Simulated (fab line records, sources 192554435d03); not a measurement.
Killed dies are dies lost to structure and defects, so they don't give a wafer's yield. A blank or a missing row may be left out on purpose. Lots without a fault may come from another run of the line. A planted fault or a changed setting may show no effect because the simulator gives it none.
Tool commonality check | flow n5_finfet | 10 lots, 30 wafers sampled

WHY IT WAS OPENED
At N5_BEOL_M13_OVL_MEAS_29 the reading M13_OVL is flagged on 3 of 10 lots. Wafers without a fault read 1 nm, standard deviation 4.6.
Rule: a lot is flagged when every wafer of it that has a number lies more than 4 standard deviations from that mean, or none has a number. The other lots count as sound.

lot  | measured     | on         | M13_OVL (nm), wafer by wafer | flag
L269 | day 11 08:22 | overlay-02 | -2 7 -2                      |
L268 | day 11 09:34 | overlay-01 | -1 -1 -2                     |
L267 | day 11 16:08 | overlay-02 | 0 1 5                        |
L270 | day 11 19:34 | overlay-01 | 1 3 5                        |
L275 | day 13 01:34 | overlay-01 | 45 39 39                     | FLAGGED
L277 | day 13 09:35 | overlay-01 | 32 37 31                     | FLAGGED
L280 | day 14 06:12 | overlay-02 | 4 2 1                        |
L278 | day 14 11:49 | overlay-01 | 1 -6 -4                      |
L276 | day 14 13:47 | overlay-02 | 25 23 28                     | FLAGGED
L287 | day 16 06:37 | overlay-01 | 6 9 9                        |
The numbers of the flagged lots are 33 nm on average: +32 nm against the usual, or +7 standard deviations.

WHICH TOOL RAN EACH LOT
The record holds 3 process steps before the reading, out of a route of 1938 steps. In each cell: the tool, then ch and the chambers that the sampled wafers went through, then the start.
lot  | flag    | N5_BEOL_M13_ETCH_59                | N5_BEOL_M13_VIA_ETCH_16            | N5_BEOL_M13_EXPOSE_25
L269 |         | rie_diel-01 ch 0,2, day 11 07:31   | rie_diel-01 ch 0,2, day 11 07:34   | krf_scanner-02 ch 0, day 11 08:11
L268 |         | rie_diel-06 ch 1,2,3, day 11 08:43 | rie_diel-06 ch 1,2,3, day 11 08:46 | krf_scanner-02 ch 0, day 11 09:22
L267 |         | rie_diel-01 ch 1,2,3, day 11 15:17 | rie_diel-01 ch 1,2,3, day 11 15:20 | krf_scanner-02 ch 0, day 11 15:56
L270 |         | rie_diel-03 ch 0,2, day 11 18:43   | rie_diel-03 ch 0,2, day 11 18:46   | krf_scanner-02 ch 0, day 11 19:22
L275 | FLAGGED | rie_diel-01 ch 0,3, day 13 00:27   | rie_diel-01 ch 0,3, day 13 00:31   | krf_scanner-02 ch 0, day 13 01:22
L277 | FLAGGED | rie_diel-01 ch 1,3, day 13 08:44   | rie_diel-01 ch 1,3, day 13 08:47   | krf_scanner-02 ch 0, day 13 09:24
L280 |         | rie_diel-01 ch 1,2, day 14 05:13   | rie_diel-01 ch 1,2, day 14 05:16   | krf_scanner-01 ch 0, day 14 06:00
L278 |         | rie_diel-03 ch 0,2,3, day 14 10:51 | rie_diel-03 ch 0,2,3, day 14 10:54 | krf_scanner-01 ch 0, day 14 11:37
L276 | FLAGGED | rie_diel-03 ch 0,1, day 14 12:49   | rie_diel-03 ch 0,1, day 14 12:52   | krf_scanner-02 ch 0, day 14 13:35
L287 |         | rie_diel-01 ch 1,2,3, day 16 05:19 | rie_diel-01 ch 1,2,3, day 16 05:22 | krf_scanner-01 ch 0, day 16 06:25
What these steps do:
- N5_BEOL_M13_ETCH_59: etches BARC in N2/H2, target depth 89 nm, overetch 26.7 nm, time 67.9 s.
- N5_BEOL_M13_VIA_ETCH_16: etches SiOC in C4F8/O2/Ar, target depth 921.7 nm.
- N5_BEOL_M13_EXPOSE_25: exposes mask M13, target cd 210 nm.
- N5_BEOL_M13_OVL_MEAS_29

FLAGGED OVER TOTAL, TOOL BY TOOL (the gauges that took the reading come last)
step                    | tool           | lots run | flagged | share of the flagged lots | sound lots run after its first flagged lot
N5_BEOL_M13_ETCH_59     | rie_diel-01    | 6        | 2       | some                      | 2 (L280,L287)
N5_BEOL_M13_ETCH_59     | rie_diel-03    | 3        | 1       | some                      | 0
N5_BEOL_M13_ETCH_59     | rie_diel-06    | 1        | 0       | none                      | -
N5_BEOL_M13_VIA_ETCH_16 | rie_diel-01    | 6        | 2       | some                      | 2 (L280,L287)
N5_BEOL_M13_VIA_ETCH_16 | rie_diel-03    | 3        | 1       | some                      | 0
N5_BEOL_M13_VIA_ETCH_16 | rie_diel-06    | 1        | 0       | none                      | -
N5_BEOL_M13_EXPOSE_25   | krf_scanner-01 | 3        | 0       | none                      | -
N5_BEOL_M13_EXPOSE_25   | krf_scanner-02 | 7        | 3       | all                       | 0
N5_BEOL_M13_OVL_MEAS_29 | overlay-01     | 6        | 2       | some                      | 2 (L278,L287)
N5_BEOL_M13_OVL_MEAS_29 | overlay-02     | 4        | 1       | some                      | 0

WHAT THE TABLE ALLOWS
1 row of the table ran every flagged lot: krf_scanner-02 at N5_BEOL_M13_EXPOSE_25.
- krf_scanner-02 at N5_BEOL_M13_EXPOSE_25: 3 of its 7 lots flagged. Its last sound lot is L270 (day 11 19:22), its first flagged lot L275 (day 13 01:22): a fault that began between those two fits.
One tool is left: krf_scanner-02 at N5_BEOL_M13_EXPOSE_25.

WHAT THE SIMULATOR HAD PUT IN
Scanner matching overlay: krf_scanner-02, from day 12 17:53 on, at N5_BEOL_M13_EXPOSE_25. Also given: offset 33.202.
Lots struck among those shown: L275, L277, L276. The rule above found the same.
